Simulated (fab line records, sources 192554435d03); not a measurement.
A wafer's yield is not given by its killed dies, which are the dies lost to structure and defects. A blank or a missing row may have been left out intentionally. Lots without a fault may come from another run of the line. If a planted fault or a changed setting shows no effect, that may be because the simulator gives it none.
Matching of chambers | flow n5-finfet | N5_BEOL_M0_ALD_136 on ald-metal-04 has 4 sister chambers
The step deposits TaN, pulse time 2 s, purge time 3 s, co reactant purge time 2 s. 8 wafers are shown with their chamber, then 7 later ones without.

== WAFERS, EACH WITH ITS CHAMBER ==
wafer  | chamber | heater-power-w (W)
L078.1 | 2       | 439
L082.3 | 0       | 447
L082.5 | 3       | 524
L085.3 | 0       | 462
L085.4 | 1       | 452
L085.6 | 2       | 441
L088.1 | 3       | 524
L088.2 | 1       | 467

== WAFERS WITHOUT THEIR CHAMBER ==
wafer  | heater-power-w (W)
L088.4 | 439
L090.3 | 461
L090.5 | 526
L090.6 | 455
L096.1 | 442
L096.5 | 525
L096.6 | 442

== WHICH CHAMBER EACH WENT THROUGH ==
wafer  | from the rows above          | in truth
L088.4 | can't be placed: 2 or 0      | 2
L090.3 | can't be placed: 1 or 0      | 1
L090.5 | 3                            | 3
L090.6 | can't be placed: 0 or 1 or 2 | 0
L096.1 | can't be placed: 2 or 0      | 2
L096.5 | 3                            | 3
L096.6 | can't be placed: 2 or 0      | 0
Placed correctly: 2 of 7. Can't be placed from these rows: 5 (the true chamber is among the candidates in 5). 0 placed wrongly.
How it was worked out, from the rows above alone: a wafer's distance from a chamber is the root of the sum, over the readings, of the square of ((its reading less the chamber's mean) divided by the reading's scatter). The wafer belongs to the nearest chamber; if the next one is less than 2 further off, it can't be placed. The mean given for a chamber averages the wafers shown for that chamber. How the scatter is found: for the shown wafers, subtract from each reading the mean of its chamber, square and add these, divide the total by (wafers less chambers), then take the root.
